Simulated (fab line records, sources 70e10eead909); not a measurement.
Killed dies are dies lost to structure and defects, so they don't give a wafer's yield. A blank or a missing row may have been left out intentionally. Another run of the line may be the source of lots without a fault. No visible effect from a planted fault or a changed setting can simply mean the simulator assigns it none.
fab line records + flow nand-harc
[record]
- lots = 5
- wafers = 15
- last-day = 33
route steps=1302 shown P_M2@348 P_BONDPAD@351 END@1302
lots that met no fault: from a run of the same line without faults
start-h: hours from the record's first day to the start of the lot's first wafer shown + wait-h: how many hours have passed since the lot's step before this one + " same as the row above + L1.1+2: a row that stands for several wafers + - no value present, or no start provided + * or withheld: withheld + < > ~ a bound
route shown NAME@n: names a module that has steps shown in the file, with the first one's number in the route + usual: mean/standard deviation of fault-free wafers + same: alike in all rows + chamber/n: place in a boat + sites: each site's reading + _std_site: their standard deviation + _edge_site: the outer-site mean with the inner-site mean subtracted + radius-mm: for every site, how far away it sits from the centre of the wafer + mask NAME#n: copy n + behind: tool/chamber where the wafer was last shaped + hold: why the lot was held/for how many hours/how that ended + device: names the non-switching transistor (n, p or np) + end of line: the tests these same wafers got at the end of their route + step lacking rows: just its recipe + killed: not the wafer's yield, but the dies lost to structure and defects at the first sort + map: shows each die of a wafer: x if killed, . if not, _ if none is there
set.NAME: setting as actually run; set.NAME@STEP: the setting as run at that earlier step + model.NAME: the simulator's own value behind a step, which no gauge read
certain route steps with their lots: each step a table, each wafer a row
services: a tool's chamber out of use, with start hour (start-h, from the record's first day; less than 0 if before it), hours out, and reason
[[steps]]
[step NHARC_P_M2_INSPECT_27]
[usual]
- raw-defect-count = 361/130
| lot.wafer | tool              | chamber | start-h | wait-h | raw-defect-count |
|-----------|-------------------|---------|---------|--------|------------------|
| L731.3    | defect-inspect-02 | -       | 190.78  | 0.0    | 290              |
| L731.5    | "                 | -       | "       | "      | 228              |
| L731.6    | "                 | -       | "       | "      | 264              |
| L734.3    | defect-inspect-02 | -       | 218.47  | 0.0    | 524              |
| L734.4    | "                 | -       | "       | "      | 362              |
| L734.6    | "                 | -       | "       | "      | 213              |
| L744.1    | defect-inspect-02 | -       | 314.68  | 0.0    | 247              |
| L744.4    | "                 | -       | "       | "      | 315              |
| L744.6    | "                 | -       | "       | "      | 404              |
| L745.2    | defect-inspect-02 | -       | 318.40  | 0.0    | 399              |
| L745.3    | "                 | -       | "       | "      | 414              |
| L745.5    | "                 | -       | "       | "      | 443              |
| L749.3    | defect-inspect-02 | -       | 359.57  | 0.0    | 465              |
| L749.5    | "                 | -       | "       | "      | 207              |
| L749.6    | "                 | -       | "       | "      | 313              |
[step NHARC_P_M2_PRE_CLEAN_32]
[recipe]
- time-s = 12
- temp-c = 370
- rf-power-w = 300
- gas = NH3
[usual]
- heater-power-w = 590/83
- susceptor-temp-C = 369.97/0.24
| lot.wafer | tool     | chamber | start-h | wait-h | heater-power-w | susceptor-temp-C |
|-----------|----------|---------|---------|--------|----------------|------------------|
| L731.3    | pecvd-02 | 0       | 190.87  | 0.1    | 598            | 369.81           |
| L731.6    | "        | 1       | "       | "      | 530            | 369.47           |
| L731.5    | "        | 2       | "       | "      | 472            | 369.82           |
| L734.3    | pecvd-03 | 1       | 218.55  | 0.1    | 717            | 370.13           |
| L734.4    | "        | 0       | "       | "      | 531            | 370.27           |
| L734.6    | "        | 2       | "       | "      | 501            | 369.86           |
| L744.1    | pecvd-03 | 2       | 314.76  | 0.1    | 568            | 370.17           |
| L744.4    | "        | 1       | "       | "      | 770            | 369.63           |
| L744.6    | "        | 2       | "       | "      | 563            | 370.17           |
| L745.2    | pecvd-03 | 1       | 318.46  | 0.1    | 718            | 370.21           |
| L745.3    | "        | 0       | "       | "      | 560            | 369.66           |
| L745.5    | "        | 1       | "       | "      | 698            | 370.24           |
| L749.3    | pecvd-01 | 0       | 359.75  | 0.2    | 682            | 370.35           |
| L749.6    | "        | 2       | "       | "      | 529            | 370.04           |
| L749.5    | "        | 0       | "       | "      | 664            | 370.41           |
[step NHARC_P_M2_DEP_33]
[recipe]
- target-thk-a = 300
- temp-c = 370
- target-thk-nm = 30
- pressure-torr = 3
- flow-sccm = 200
- rf-w = 450
- material = SiCN
[usual]
- chamber-pressure-Torr = 3.001/0.0064
- heater-power-w = 548/88
- susceptor-temp-C = 370.00/0.23
| lot.wafer | tool     | chamber | start-h | wait-h | chamber-pressure-Torr | heater-power-w | susceptor-temp-C |
|-----------|----------|---------|---------|--------|-----------------------|----------------|------------------|
| L731.3    | pecvd-02 | 0       | 191.01  | 0.1    | 2.992                 | 546            | 369.93           |
| L731.6    | "        | 1       | "       | "      | 3.013                 | 399            | 369.86           |
| L731.5    | "        | 2       | "       | "      | 3.001                 | 476            | 370.36           |
| L734.3    | pecvd-03 | 1       | 218.66  | 0.1    | 3.005                 | 719            | 370.31           |
| L734.4    | "        | 0       | "       | "      | 2.991                 | 506            | 370.30           |
| L734.6    | "        | 2       | "       | "      | 3.002                 | 507            | 370.12           |
| L744.1    | pecvd-03 | 2       | 314.87  | 0.1    | 2.994                 | 487            | 370.16           |
| L744.4    | "        | 1       | "       | "      | 3.004                 | 641            | 370.30           |
| L744.6    | "        | 2       | "       | "      | 2.993                 | 498            | 370.16           |
| L745.2    | pecvd-03 | 1       | 318.54  | 0.1    | 3.005                 | 724            | 369.96           |
| L745.3    | "        | 0       | "       | "      | 2.992                 | 459            | 369.69           |
| L745.5    | "        | 1       | "       | "      | 3.005                 | 706            | 369.75           |
| L749.3    | pecvd-01 | 0       | 359.86  | 0.1    | 3.010                 | 615            | 370.18           |
| L749.6    | "        | 2       | "       | "      | 3.013                 | 611            | 370.09           |
| L749.5    | "        | 0       | "       | "      | 3.005                 | 649            | 369.95           |
[step NHARC_P_BONDPAD_DEP_00]
[recipe]
- target-thk-a = 2500
- temp-c = 370
- target-thk-nm = 250
- pressure-torr = 3
- flow-sccm = 200
- rf-w = 450
- material = SiCN
[usual]
- chamber-pressure-Torr = 3.000/0.0063
- heater-power-w = 553/81
- susceptor-temp-C = 370.00/0.21
| lot.wafer | tool     | chamber | start-h | wait-h | chamber-pressure-Torr | heater-power-w | susceptor-temp-C |
|-----------|----------|---------|---------|--------|-----------------------|----------------|------------------|
| L731.3    | pecvd-02 | 1       | -       | -      | 3.000                 | 412            | 370.33           |
| L731.5    | "        | 0       | "       | "      | 3.004                 | 536            | 369.96           |
| L731.6    | "        | 1       | "       | "      | 3.004                 | 419            | 370.07           |
| L734.3    | pecvd-01 | 1       | 219.12  | -      | 2.990                 | 636            | 369.93           |
| L734.4    | "        | 2       | "       | "      | 2.995                 | 591            | 370.04           |
| L734.6    | "        | 1       | "       | "      | 2.995                 | 534            | 369.75           |
| L744.1    | pecvd-03 | 0       | -       | -      | 3.011                 | 507            | 370.14           |
| L744.4    | "        | 0       | "       | "      | 3.007                 | 506            | 370.03           |
| L744.6    | "        | 1       | "       | "      | 3.001                 | 691            | 369.72           |
| L745.3    | pecvd-02 | 2       | 319.00  | -      | 3.006                 | 546            | 369.73           |
| L745.2    | "        | 0       | "       | "      | 3.003                 | 529            | 369.81           |
| L745.5    | "        | 1       | "       | "      | 3.016                 | 505            | 369.99           |
| L749.3    | pecvd-03 | 0       | 360.23  | -      | 3.005                 | 512            | 370.15           |
| L749.5    | "        | 0       | "       | "      | 3.000                 | 400            | 370.33           |
| L749.6    | "        | 1       | "       | "      | 2.988                 | 704            | 370.16           |
[step NHARC_P_BONDPAD_CMP_32]
[recipe]
- target-thk-nm = 200
- material = SiCN
[usual]
- motor-current-A = 12.5/1.4
- retaining-ring-pressure-frac = 1.000/0.0049
| lot.wafer | tool   | chamber | start-h | wait-h | motor-current-A | retaining-ring-pressure-frac |
|-----------|--------|---------|---------|--------|-----------------|------------------------------|
| L731.3    | cmp-04 | 1       | 191.80  | -      | 12.8            | 1.003                        |
| L731.5    | "      | 2       | "       | "      | 11.0            | 0.997                        |
| L731.6    | "      | 3       | "       | "      | 11.7            | 1.000                        |
| L734.4    | cmp-03 | 0       | 219.46  | -      | 12.5            | 1.008                        |
| L734.3    | "      | 2       | "       | "      | 14.2            | 0.999                        |
| L734.6    | "      | 0       | "       | "      | 12.4            | 1.000                        |
| L744.1    | cmp-01 | 1       | 315.67  | -      | 11.9            | 1.000                        |
| L744.4    | "      | 2       | "       | "      | 13.7            | 1.001                        |
| L744.6    | "      | 0       | "       | "      | 13.5            | 1.003                        |
| L745.2    | cmp-04 | 3       | 319.37  | -      | 11.1            | 1.003                        |
| L745.3    | "      | 2       | "       | "      | 10.5            | 1.002                        |
| L745.5    | "      | 3       | "       | "      | 11.7            | 1.004                        |
| L749.3    | cmp-01 | 0       | 360.63  | -      | 14.3            | 0.997                        |
| L749.5    | "      | 0       | "       | "      | 12.9            | 0.997                        |
| L749.6    | "      | 1       | "       | "      | 11.7            | 1.008                        |
[step NHARC_P_BONDPAD_THK_MEAS_33]
[recipe]
- thk-meas-gauge = ellipsometry
[usual]
- thk-nm = 199.4/1.6
| lot.wafer | tool          | chamber | start-h | wait-h | thk-nm |
|-----------|---------------|---------|---------|--------|--------|
| L731.3    | film-metro-01 | -       | 191.98  | 0.2    | 198.9  |
| L731.5    | "             | -       | "       | "      | 199.6  |
| L731.6    | "             | -       | "       | "      | 200.6  |
| L734.3    | film-metro-01 | -       | 219.69  | 0.2    | 199.8  |
| L734.4    | "             | -       | "       | "      | 200.3  |
| L734.6    | "             | -       | "       | "      | 196.6  |
| L744.1    | film-metro-01 | -       | 315.87  | 0.2    | 199.9  |
| L744.4    | "             | -       | "       | "      | 199.4  |
| L744.6    | "             | -       | "       | "      | 201.5  |
| L745.2    | film-metro-01 | -       | 319.62  | 0.2    | 198.5  |
| L745.3    | "             | -       | "       | "      | 199.8  |
| L745.5    | "             | -       | "       | "      | 199.3  |
| L749.3    | film-metro-02 | -       | 360.89  | 0.2    | 198.1  |
| L749.5    | "             | -       | "       | "      | 196.8  |
| L749.6    | "             | -       | "       | "      | 200.0  |
[step NHARC_P_BONDPAD_SRD_34]
[step NHARC_P_BONDPAD_DEHYDRATE_01]
[recipe]
- temp-c = 150
- time-s = 120
[step NHARC_P_BONDPAD_HMDS_02]
[recipe]
- time-s = 30
[step NHARC_P_BONDPAD_COAT_36]
[recipe]
- temp-c = 200
- time-s = 65
[step NHARC_P_BONDPAD_COAT_03]
[recipe]
- spin-rpm = 2000
- resist-thk-nm = 600
[step NHARC_P_BONDPAD_SOFTBAKE_04]
[recipe]
- temp-c = 125
- time-s = 70
[usual]
- heater-power-total-W = 200.7/1.3
- resist-line-temp-C = 23.01/0.11
| lot.wafer | tool           | chamber | start-h | wait-h | heater-power-total-W | resist-line-temp-C |
|-----------|----------------|---------|---------|--------|----------------------|--------------------|
| L731.3    | litho-track-02 | 0       | 192     | -      | 199.4                | 22.88              |
| L731.5    | "              | 0       | "       | "      | 202.5                | 22.93              |
| L731.6    | "              | 0       | "       | "      | 199.7                | 22.89              |
| L734.3    | litho-track-02 | 0       | 219     | -      | 218.7                | 23.13              |
| L734.4    | "              | 0       | "       | "      | 202.6                | 23.17              |
| L734.6    | "              | 0       | "       | "      | 200.0                | 23.24              |
| L744.1    | litho-track-05 | 0       | 316     | -      | 202.5                | 22.95              |
| L744.4    | "              | 0       | "       | "      | 202.5                | 23.08              |
| L744.6    | "              | 0       | "       | "      | 201.8                | 22.95              |
| L745.2    | litho-track-02 | 0       | 319     | -      | 200.9                | 23.09              |
| L745.3    | "              | 0       | "       | "      | 199.1                | 23.11              |
| L745.5    | "              | 0       | "       | "      | 200.4                | 23.16              |
| L749.3    | litho-track-05 | 0       | 361     | -      | 199.3                | 23.10              |
| L749.5    | "              | 0       | "       | "      | 198.9                | 23.10              |
| L749.6    | "              | 0       | "       | "      | 201.2                | 22.96              |
[step NHARC_P_BONDPAD_EBR_05]
[step NHARC_END_SORT_01]
[recipe]
- temp-c = 25
[usual]
- defect-limited-yield = 91/3.2
- killed-at-array = 53/21
- killed-at-other = 0.8/1.1
- killed-at-periphery = 4.2/2.7
- killed-dies = 58/22
- killed-open = 3.4/1.9
- killed-short = 2.5/1.6
- sort_bin_2_pct = 3.1/1.4
- sort_bin_3_pct = 0.6/0.43
- sort_bin_4_pct = 4.9/1.7
- sort-n-pass = 619/22
- sort-rim-yield-pct = 96.9/1.8
- sort-yield-pct = 91/3.2
[same]
- gross-dies = 677
- sort_bin_5_pct[%] = 0
- sort_bin_6_pct[%] = 0
- sort_bin_7_pct[%] = 0
- sort_bin_8_pct[%] = 0
- sort-rim-n-gross = 106.00
| lot.wafer | tool      | chamber | start-h | wait-h | defect-limited-yield[%] | killed-at-array | killed-at-other | killed-at-periphery | killed-dies | killed-open | killed-short | sort_bin_2_pct[%] | sort_bin_3_pct[%] | sort_bin_4_pct[%] | sort-n-pass | sort-rim-yield-pct[%] | sort-yield-pct[%] |
|-----------|-----------|---------|---------|--------|-------------------------|-----------------|-----------------|---------------------|-------------|-------------|--------------|-------------------|-------------------|-------------------|-------------|-----------------------|-------------------|
| L734.3    | prober-01 | 0       | 649.28  | 3.1    | 93                      | 41              | 1               | 3                   | 45          | 2           | 2            | 1.3               | 0.9               | 4.4               | 632         | 98.1                  | 93                |
| L734.4    | prober-01 | 0       | 650.07  | 3.4    | 93                      | 40              | 0               | 7                   | 47          | 1           | 4            | 2.7               | 0.4               | 3.8               | 630         | 97.2                  | 93                |
| L734.6    | prober-01 | 0       | 651.64  | 3.9    | 92                      | 50              | 1               | 4                   | 55          | 2           | 1            | 2.1               | 0.4               | 5.6               | 622         | 98.1                  | 92                |
| L745.2    | prober-01 | 0       | 751.89  | 2.8    | 84                      | 90              | 4               | 15                  | 109         | 1           | 3            | 5.3               | 2.1               | 8.7               | 568         | 97.2                  | 84                |
| L745.3    | prober-01 | 0       | 752.70  | 3.1    | 82                      | 113             | 1               | 8                   | 122         | 4           | 1            | 6.4               | 1.3               | 10.3              | 555         | 90.6                  | 82                |
| L745.5    | prober-01 | 0       | 754.31  | 3.7    | 82                      | 102             | 2               | 15                  | 119         | 3           | 2            | 6.4               | 1.8               | 9.5               | 558         | 93.4                  | 82                |
| L744.1    | prober-01 | 0       | 758.88  | 2.5    | 95                      | 31              | 0               | 3                   | 34          | 1           | 1            | 2.2               | 0.1               | 2.7               | 643         | 98.1                  | 95                |
| L744.4    | prober-01 | 0       | 761.22  | 3.3    | 94                      | 35              | 0               | 3                   | 38          | 4           | 1            | 2.1               | 0.1               | 3.4               | 639         | 99.1                  | 94                |
| L744.6    | prober-01 | 0       | 762.79  | 3.9    | 93                      | 39              | 0               | 7                   | 46          | 6           | 3            | 1.8               | 1.0               | 4.0               | 631         | 96.2                  | 93                |
// killed by level:class
L734.3 A_CHANNEL_HOLE_D1:chamber-film-flake=29 A_STAIRCASE:chamber-film-flake=3 P_ZERO_WELL:chamber-film-flake=2 A_SOURCE_PLATE:geometric-particle:open=1 A_CHANNEL_FILL_D1:geometric-particle:open=1 A_WL_FILL:geometric-particle:short=1 A_BLC:geometric-particle:short=1 P_GATE:chamber-film-flake=1
L734.4 A_CHANNEL_HOLE_D1:chamber-film-flake=25 P_ZERO_WELL:chamber-film-flake=4 A_CONTACT:chamber-film-flake=4 A_SLIT:chamber-film-flake=3 A_DECK1_JOINT:chamber-film-flake=2 A_STAIRCASE:chamber-film-flake=2 P_M0:geometric-particle:open=1 P_M1:geometric-particle:short=1
L734.6 A_CHANNEL_HOLE_D1:chamber-film-flake=32 A_CONTACT:chamber-film-flake=7 P_ZERO_WELL:chamber-film-flake=4 A_CHANNEL_HOLE_D2:unspecified=3 A_SLIT:chamber-film-flake=3 A_STAIRCASE:chamber-film-flake=2 A_ONON_D2:geometric-particle:open=1 A_SGD_CUT:geometric-particle:open=1
L745.2 A_CHANNEL_HOLE_D1:chamber-film-flake=33 A_SLIT:chamber-film-flake=26 A_CHANNEL_HOLE_D2:chamber-film-flake=20 P_CONTACT:chamber-film-flake=7 A_CONTACT:chamber-film-flake=7 P_GATE:chamber-film-flake=5 THIN_TSV:chamber-film-flake=3 A_STAIRCASE:chamber-film-flake=2
L745.3 A_SLIT:chamber-film-flake=35 A_CHANNEL_HOLE_D1:chamber-film-flake=33 A_CHANNEL_HOLE_D2:chamber-film-flake=32 P_CONTACT:chamber-film-flake=7 A_CONTACT:chamber-film-flake=6 A_CHANNEL_FILL_D1:geometric-particle:short=1 A_CHANNEL_FILL_D1:geometric-particle:open=1 A_ONON_D2:geometric-particle:open=1
L745.5 A_SLIT:chamber-film-flake=31 A_CHANNEL_HOLE_D2:chamber-film-flake=29 A_CHANNEL_HOLE_D1:chamber-film-flake=27 P_CONTACT:chamber-film-flake=8 A_CONTACT:chamber-film-flake=6 A_STAIRCASE:chamber-film-flake=4 P_ZERO_WELL:chamber-film-flake=2 P_STI:chamber-film-flake=2
L744.1 A_CHANNEL_HOLE_D1:chamber-film-flake=10 A_ZERO_WELL:chamber-film-flake=5 A_STAIRCASE:chamber-film-flake=5 A_SLIT:chamber-film-flake=4 A_CONTACT:chamber-film-flake=4 P_GATE:chamber-film-flake=3 A_STAIRCASE:geometric-particle:short=1 A_CONTACT:geometric-particle:open=1
L744.4 A_CHANNEL_HOLE_D1:chamber-film-flake=13 A_ZERO_WELL:chamber-film-flake=5 A_CONTACT:chamber-film-flake=5 A_STAIRCASE:chamber-film-flake=4 A_CHANNEL_FILL_D2:chamber-film-flake=2 A_SLIT:chamber-film-flake=2 P_M0:geometric-particle:open=1 P_M1:geometric-particle:open=1
L744.6 A_CHANNEL_HOLE_D1:chamber-film-flake=11 A_CONTACT:chamber-film-flake=9 P_GATE:chamber-film-flake=4 A_STAIRCASE:chamber-film-flake=4 A_SLIT:chamber-film-flake=4 A_ZERO_WELL:chamber-film-flake=3 P_CONTACT:geometric-particle:open=2 A_CHANNEL_FILL_D1:geometric-particle:open=2
[[services]]
| tool           | chamber | start-h | hours | kind       |
|----------------|---------|---------|-------|------------|
| pecvd-01       | 0       | 178.78  | 1.8   | repair     |
| cmp-04         | -       | 184.05  | 4.0   | pm         |
| pecvd-03       | -       | 185.33  | 13.0  | pm         |
| pecvd-03       | 0       | 185.33  | 13.0  | vent-cycle |
| pecvd-03       | 1       | 185.33  | 13.0  | vent-cycle |
| pecvd-03       | 2       | 185.33  | 13.0  | vent-cycle |
| cmp-01         | -       | 186.23  | 4.0   | pm         |
| pecvd-03       | 0       | 198.33  | -     | clean      |
| pecvd-03       | 1       | 198.33  | -     | clean      |
| litho-track-02 | -       | 227.00  | 7.0   | pm         |
| pecvd-02       | -       | 227.23  | 13.0  | pm         |
| pecvd-03       | 2       | 232.09  | 20.8  | repair     |
| cmp-01         | -       | 234.15  | 0.5   | repair     |
| cmp-03         | -       | 256.44  | 0.8   | repair     |
| cmp-03         | -       | 260.12  | 4.0   | pm         |
| cmp-04         | -       | 282.05  | 4.0   | pm         |
| cmp-01         | -       | 282.59  | 2.9   | repair     |
| pecvd-01       | -       | 282.67  | 7.2   | repair     |
| pecvd-02       | -       | 288.49  | 1.5   | repair     |
| litho-track-05 | -       | 299.00  | 7.0   | pm         |
| pecvd-01       | -       | 311.00  | 13.0  | pm         |
| pecvd-02       | -       | 333.72  | 3.4   | repair     |
| cmp-03         | -       | 339.55  | 2.1   | repair     |
| cmp-03         | -       | 358.12  | 4.0   | pm         |
[[key]]
[first-sign]
- step = NHARC_P_BONDPAD_SOFTBAKE_04
- reading = heater-power-total-W
- direction = up
- sigmas = 14
- usual = *
- struck = *
effect none on later readings
met-at NHARC_P_BONDPAD_SOFTBAKE_04
struck-wafers L734.3
onset-between 192 219
[fault]
- kind = process-parameter-drift
- tool = litho-track-02
- chamber = -
- onset-h = 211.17
- steps = NHARC_P_BONDPAD_SOFTBAKE_04
- channel = time-s
- offset = *
- shape = step
- end-h = 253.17
- scope = struck-wafers-only
- acts-in = *
- stated = *
